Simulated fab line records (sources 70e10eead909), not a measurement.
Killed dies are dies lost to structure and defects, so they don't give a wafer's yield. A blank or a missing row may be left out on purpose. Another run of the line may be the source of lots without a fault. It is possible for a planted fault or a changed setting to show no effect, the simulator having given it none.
A lot that was struck, set against a sound lot    flow nand-harc    26 steps out of a route of 1302
Sound: the wafers L914.1, L914.3, L914.4. Struck: wafers L932.4, L932.5. (L932.6 of the same lot was not struck and is left out.) The cause comes at the end.
Per side, at each step with rows, come the tool, then ch with its chambers, and then its first start. Under that, the readings that differ: sound wafers    struck wafers    difference of the means    sigmas: that difference in standard deviations of wafers without a fault.
alike: readings whose means differ by less than 2 such deviations, and words and numbers that are the same on both sides. not compared: withheld readings, readings that some wafer has no value for, bounds like >300 that may hide the same value, and numbers for which the record gives no deviation and whose values overlap.
Wherever a step has rows on one side only, a row that says differs or no value, or a row with sigmas, the two part there. When numbers do not overlap yet have no deviation, they are printed without sigmas and do not part them. Lack of a reading on every wafer of one side parts them only where that side has two or more wafers.

first, 6 steps without rows for these wafers: NHARC_A_SLIT_COAT_03 (resist thk 90 nm); NHARC_A_SLIT_SOFTBAKE_04 (time 55 s); NHARC_A_SLIT_EBR_05; NHARC_A_SLIT_EXPOSE_06 (exposes mask SLIT); NHARC_A_SLIT_PEB_07 (peb time 65 s); NHARC_A_SLIT_DEVELOP_08 (develop time 35 s).
NHARC_A_SLIT_CD_MEAS_09: the cd target is 300 nm.
  sound on cd-sem-01 ch 0, day 20 22:52; struck on cd-sem-03 ch 0, day 28 20:10
  alike: cd-nm
NHARC_A_SLIT_OVL_MEAS_10:
  sound on overlay-01 at day 20 22:57; struck on overlay-01 at day 28 20:15
reading            sound        struck     difference  sigmas
overlay-y-nm (nm)  0.8 0.5 0.6  -1.2 -1.0  -1.7        -2
  alike: overlay-x-nm
NHARC_A_SLIT_INSPECT_11:
  sound on defect-inspect-01 at day 20 22:59; struck on defect-inspect-02 at day 28 20:17
  alike: raw-defect-count
NHARC_A_SLIT_DESCUM_14: chemistry O2, time 3 s.
  sound on rie-diel-02 ch 1,2,3, day 20 23:04; struck on rie-diel-05 ch 0,3, day 28 20:22
  alike: drypump-motor-current-A, oes-product-au, rf-vpp-V, showerhead-plenum-p-Torr, throttle-valve-pct
  not compared: rf-hours-counter-h
then, 2 steps without rows for these wafers: NHARC_A_SLIT_ETCH_24 (etches the open film in CF4/CHF3, target depth 121 nm, time 60.5 s); NHARC_A_SLIT_ETCH_15 (etches the open film in O2/COS, target depth 6200 nm, time 1612 s).
NHARC_A_SLIT_ETCH_17: etches the open film in C4F8/O2/Ar, time 4254.5 s, target depth 20300 nm.
  sound on har-etch-01 ch 0,1, day 21 04:22; struck on har-etch-01 ch 1, day 28 22:51
  alike: drypump-motor-current-A, showerhead-plenum-p-Torr, throttle-valve-pct
  not compared: rf-hours-counter-h
NHARC_A_SLIT_ETCH_26: etches the open film in C4F8/O2/Ar, time 90 s, target depth 400 nm.
  sound on har-etch-01 ch 0,1, day 21 07:26; struck on har-etch-01 ch 1, day 29 01:22
reading             sound           struck     difference  sigmas
rf-fwd-power-W (W)  1988 1993 1988  1981 1975  -12         -2
  alike: drypump-motor-current-A, showerhead-plenum-p-Torr, throttle-valve-pct
  not compared: rf-hours-counter-h
then, 1 step without rows for these wafers: NHARC_A_SLIT_STRIP_28 (strips in O2/COS).
NHARC_A_SLIT_ETCH_29: etches the open film in CF4/O2, target depth 100 nm, overetch 10 nm, time 55 s.
  sound on rie-diel-03 ch 1,2,3, day 21 08:17; struck on rie-diel-03 ch 2,3, day 29 02:14
reading                 sound        struck  difference                     sigmas
rf-hours-counter-h (h)  0.9 1.4 1.2  - -     no value on the struck wafers  
  alike: drypump-motor-current-A, oes-product-au, rf-fwd-power-W, rf-vpp-V, showerhead-plenum-p-Torr, throttle-valve-pct
NHARC_A_SLIT_STRIP_18: strips in O2.
  sound: rie-diel-03 ch 0,1,3; struck: rie-diel-03 ch 2,3
reading                 sound        struck  difference                     sigmas
rf-hours-counter-h (h)  0.9 1.1 1.4  - -     no value on the struck wafers  
  alike: drypump-motor-current-A, oes-product-au, rf-vpp-V, showerhead-plenum-p-Torr, throttle-valve-pct
then, 2 steps without rows for these wafers: NHARC_A_SLIT_PRECLEAN_19 (cleans in SC1); NHARC_A_SLIT_SRD_20.
NHARC_A_SLIT_CD_MEAS_21:
  sound on cd-sem-01 at day 21 08:49; struck on cd-sem-02 at day 29 02:49
  alike: cd-nm
then, 3 steps without rows for these wafers: NHARC_A_SIN_REMOVE_WET_00 (chemistry H3PO4, time 15300 s); NHARC_A_SIN_REMOVE_PRECLEAN_01 (cleans in SC1); NHARC_A_SIN_REMOVE_SRD_02.
NHARC_A_SIN_REMOVE_INSPECT_04:
  sound on defect-inspect-01 at day 21 15:25; struck on defect-inspect-02 at day 29 09:27
reading           sound        struck    difference  sigmas
raw-defect-count  383 255 295  1037 959  +687        +8
NHARC_A_WL_FILL_ALD_00: deposits Al2O3, target thk 3 nm, pulse time 3 s, ald cycles 30.
  sound on ald-hk-04 ch 0,1,3, day 21 15:38; struck on ald-hk-04 ch 0,3, day 29 09:31
  alike: heater-power-outer-w, heater-power-w, precursor-pulse-height-rel
-- break in the record here, with 4 days between the starts of the struck wafers on either side (left off in module A_WL_FILL, picked up again in module END, where the first step shown is number 1302 on the route) --
NHARC_END_SORT_01:
  here the record holds rows for the struck wafers (prober-02 ch 0, day 33 09:53) but none for the sound ones

== WHERE THEY PART ==
First at NHARC_A_SLIT_OVL_MEAS_10; last, within this record, at NHARC_END_SORT_01.

WHY: what had been put in by the simulator
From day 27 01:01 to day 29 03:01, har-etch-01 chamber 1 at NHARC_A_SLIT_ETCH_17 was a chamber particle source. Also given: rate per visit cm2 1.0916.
